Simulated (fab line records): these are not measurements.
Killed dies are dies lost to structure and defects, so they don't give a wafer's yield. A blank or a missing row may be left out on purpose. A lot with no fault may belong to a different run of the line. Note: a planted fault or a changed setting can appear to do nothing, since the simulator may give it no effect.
Which of the tools did it? ; flow nand harc ; 11 lots with 33 wafers sampled at 5 steps, on a route of 1302 steps

WHAT THE GAUGES READ, wafer by wafer
NHARC_END_SORT_01. Usual: killed at array 52, standard deviation 16; killed at other 0.8, standard deviation 0.98; killed at periphery 4.2, standard deviation 2.9; killed dies 57, standard deviation 16; killed open 3.3, standard deviation 1.9; killed short 2.5, standard deviation 1.5.
lot;measured;on;killed at array;killed at other;killed at periphery;killed dies;killed open;killed short;flag
L154;day 25 06:15;prober-02;27 30 26;0 0 0;8 7 1;35 37 27;4 1 2;1 7 1;
L162;day 27 16:05;prober-01;46 58 662;0 2 1;10 4 14;56 64 677;6 2 6;2 2 2;OFF
L172;day 31 06:23;prober-01;52 46 35;1 3 0;4 8 9;57 57 44;5 6 2;2 7 2;

WHICH TOOL RAN EACH LOT (tool, then ch and the chambers of the sampled wafers, then the start)
lot;NHARC_A_CONTACT_ETCH_75;NHARC_A_CONTACT_ETCH_76;NHARC_A_CONTACT_ETCH_132;NHARC_A_CONTACT_ETCH_97
L154;rie diel-07 ch 0,1, day 22 15:59;rie diel-07 ch 0,3, day 22 18:58 or earlier;har cap etch-03 ch 0,1, day 22 18:58;rie diel-07 ch 1,2, day 22 19:59
L155;rie diel-04 ch 0,1,2, day 22 16:11;rie diel-04 ch 1,2, day 22 19:08 or earlier;har cap etch-02 ch 0,1, day 22 19:08;rie diel-07 ch 0,1,3, day 22 20:12
L158;rie diel-13 ch 0,1,2, day 23 09:13;rie diel-13 ch 0,1,3, day 23 12:36 or earlier;har cap etch-03 ch 0,1, day 23 12:36;rie diel-04 ch 0,1,3, day 23 13:52
L161;rie diel-07 ch 1,2, day 24 14:50;rie diel-07 ch 2,3, day 24 17:43 or earlier;har cap etch-02 ch 0,1, day 24 17:43;rie diel-07 ch 0,2, day 24 18:48
L162;rie diel-13 ch 0,2, day 25 04:58;rie diel-13 ch 0,2,3, day 25 07:55 or earlier;har cap etch-02 ch 0,1, day 25 07:55;rie diel-07 ch 0,1,3, day 25 09:01
L172;rie diel-13 ch 0,2,3, day 28 16:34;rie diel-13 ch 0,1,3, day 28 19:28 or earlier;har cap etch-02 ch 0,1, day 28 19:28;rie diel-04 ch 0,1, day 28 20:32
L171;rie diel-07 ch 1,2,3, day 28 19:51;rie diel-07 ch 0,1,3, day 28 23:12 or earlier;har cap etch-03 ch 0,1, day 28 23:12;rie diel-13 ch 0,2,3, day 29 00:30
L173;rie diel-07 ch 0,2,3, day 29 22:29;rie diel-07 ch 0,1,2, day 30 01:22 or earlier;har cap etch-03 ch 0,1, day 30 01:22;rie diel-07 ch 0,1,2, day 30 02:28
L174;rie diel-07 ch 0,3, day 30 05:28;rie diel-07 ch 0,1,3, day 30 08:22 or earlier;har cap etch-02 ch 0,1, day 30 08:22;rie diel-07 ch 0,2,3, day 30 09:29
L175;rie diel-13 ch 0,1,3, day 31 02:53;rie diel-13 ch 0,2,3, day 31 05:47 or earlier;har cap etch-01 ch 0,1, day 31 05:47;rie diel-07 ch 1,2,3, day 31 06:52
L177;rie diel-07 ch 0,1,2, day 31 14:13;rie diel-07 ch 0,1,2, day 31 17:06 or earlier;har cap etch-03 ch 0,1, day 31 17:06;rie diel-07 ch 1,2,3, day 31 18:13
- NHARC_A_CONTACT_ETCH_75: etches the open film in CF4, target depth 39 nm, time 65 s.
- NHARC_A_CONTACT_ETCH_76: etches the open film in N2/H2, target depth 260 nm, time 475.3 s.
- NHARC_A_CONTACT_ETCH_132: etches the open film in C4F8/O2/Ar, time 197 s, target depth 1924 nm.
- NHARC_A_CONTACT_ETCH_97: etches the open film in C4F6/O2, target depth 20 nm, time 10 s.

WHAT THE TOOLS THEMSELVES READ (means of the sampled wafers that have a number; where no wafer has one, the mark that the record gives instead)
NHARC_A_CONTACT_ETCH_75. Usual: drypump motor current A 5.4 A, standard deviation 0.54; mfc ar sccm 0.008 sccm, standard deviation 0.0099; oes product au 1.006 a.u., standard deviation 0.01; rf vpp V 151.1 V, standard deviation 1.2; showerhead plenum p Torr 1.76 Torr, standard deviation 0.072; throttle valve pct 13.282 %, standard deviation 0.0089.
lot;tool;drypump motor current A (A);mfc ar sccm (sccm);oes product au (a.u.);rf vpp V (V);showerhead plenum p Torr (Torr);throttle valve pct (%);flag
L154;rie diel-07;5.5;0.006;1.006;150.7;1.71;13.280;
L155;rie diel-04;5.3;0.019;0.993;152.3;1.81;13.274;
L158;rie diel-13;5.6;0.000;1.011;151.0;1.69;13.282;
L161;rie diel-07;5.7;0.005;1.018;149.7;1.68;13.287;
L162;rie diel-13;5.3;0.000;1.013;150.6;1.66;13.272;
L172;rie diel-13;5.8;0.000;1.006;150.4;1.68;13.283;
L171;rie diel-07;5.4;0.005;1.010;151.3;1.80;13.288;
L173;rie diel-07;5.1;0.011;1.004;151.8;1.78;13.280;
L174;rie diel-07;5.0;0.006;1.003;150.7;1.77;13.284;
L175;rie diel-13;6.1;0.000;1.004;151.0;1.71;13.289;
L177;rie diel-07;5.3;0.011;1.007;152.4;1.83;13.278;

NHARC_A_CONTACT_ETCH_76. Usual: drypump motor current A 5.4 A (standard deviation 0.52); mfc ar sccm 0.008 sccm (standard deviation 0.01); n2 flow sccm 150.0 sccm (standard deviation 0.47); oes product au 1.006 a.u. (standard deviation 0.011); rf vpp V 430.2 V (standard deviation 2.7); showerhead plenum p Torr 2.03 Torr (standard deviation 0.093); throttle valve pct 14.171 % (standard deviation 0.0086).
lot;tool;drypump motor current A (A);mfc ar sccm (sccm);n2 flow sccm (sccm);oes product au (a.u.);rf vpp V (V);showerhead plenum p Torr (Torr);throttle valve pct (%);flag
L154;rie diel-07;5.0;0.006;150.2;0.996;430.7;2.06;14.168;
L155;rie diel-04;5.3;0.008;149.4;0.995;430.8;2.05;14.185;
L158;rie diel-13;6.1;0.000;149.9;1.010;429.8;1.98;14.172;
L161;rie diel-07;5.3;0.010;150.2;1.015;428.9;2.02;14.172;
L162;rie diel-13;5.8;0.000;150.0;1.005;428.4;1.95;14.166;
L172;rie diel-13;6.1;0.000;150.2;1.001;428.0;1.97;14.170;
L171;rie diel-07;5.3;0.006;149.9;1.003;432.2;2.12;14.181;
L173;rie diel-07;5.3;0.011;150.3;1.008;433.0;2.12;14.164;
L174;rie diel-07;5.2;0.006;150.3;1.005;433.0;2.12;14.179;
L175;rie diel-13;5.8;0.000;149.5;1.014;427.7;1.93;14.176;
L177;rie diel-07;5.3;0.011;150.1;0.998;432.9;2.12;14.163;

NHARC_A_CONTACT_ETCH_97. Usual: drypump motor current A 5.3 A, standard deviation 0.48; mfc ar sccm 499.9 sccm, standard deviation 1.4; oes product au 0.969 a.u., standard deviation 0.028; rf vpp V 546 V, standard deviation 3.4; showerhead plenum p Torr 3.91 Torr, standard deviation 0.15; throttle valve pct 26.903 %, standard deviation 0.0088.
lot;tool;drypump motor current A (A);mfc ar sccm (sccm);oes product au (a.u.);rf vpp V (V);showerhead plenum p Torr (Torr);throttle valve pct (%);flag
L154;rie diel-07;5.5;500.1;0.960;544;3.83;26.900;
L155;rie diel-07;5.2;501.7;1.002;546;3.87;26.906;
L158;rie diel-04;5.2;498.8;1.000;547;3.92;26.909;
L161;rie diel-07;5.0;501.2;0.956;548;4.02;26.905;
L162;rie diel-07;5.2;499.7;0.903;546;3.86;26.909;
L172;rie diel-04;4.8;500.2;0.946;546;3.89;26.904;
L171;rie diel-13;5.9;499.3;0.949;543;3.74;26.904;
L173;rie diel-07;5.3;500.5;0.942;549;4.06;26.903;
L174;rie diel-07;5.1;498.7;0.967;547;3.94;26.900;
L175;rie diel-07;5.4;501.1;0.949;548;3.99;26.908;
L177;rie diel-07;5.4;501.5;0.949;548;3.99;26.896;

THE ANSWER, worked out from the rows above alone
Rule: a lot counts as off when the mean over its wafers that have a number is more than 3 standard deviations away from the usual mean. A lot without any number at a reading at which 4 lots or more have one is off too. Any other lot the step has rows for is counted as sound. The gauges are gone through in route order, then the tools' own readings, and for those a lot's mean is taken as printed above. At the first step where some lot is off, the reading lying furthest off is the one used; lots without a number count as furthest.
Off: L162 (NHARC_END_SORT_01, killed dies). Neither off nor sound, because the step has no rows for them: L155, L158, L161, L171, L173, L174, L175, L177.
If a tool, at a process step before that reading, ran all the lots that are off and no sound lot after the first of them, it fits. Gauges at NHARC_END_SORT_01: tried the same way as those tools. With no start given for some of its lots, NHARC_A_CONTACT_ETCH_76 uses the hours and lot order of NHARC_A_CONTACT_ETCH_132. One candidate fits, namely rie diel-07 at NHARC_A_CONTACT_ETCH_97. A fault onset in the window from L154 (day 22 19:59, its last sound lot) to L162 (day 25 09:01, its first lot off) fits.
The tool's own readings at NHARC_A_CONTACT_ETCH_97 bear it out: on the lots that are off they differ by more than 5 times the standard deviation of the sound lots' means. mfc ar sccm reads 499.7 sccm there against 500.1 sccm on the sound lots; oes product au reads 0.903 a.u. there against 0.953 a.u. on the sound lots.

WHAT THE SIMULATOR HAD PUT IN
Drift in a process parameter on rie diel-07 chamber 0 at NHARC_A_CONTACT_ETCH_97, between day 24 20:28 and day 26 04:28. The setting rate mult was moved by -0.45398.
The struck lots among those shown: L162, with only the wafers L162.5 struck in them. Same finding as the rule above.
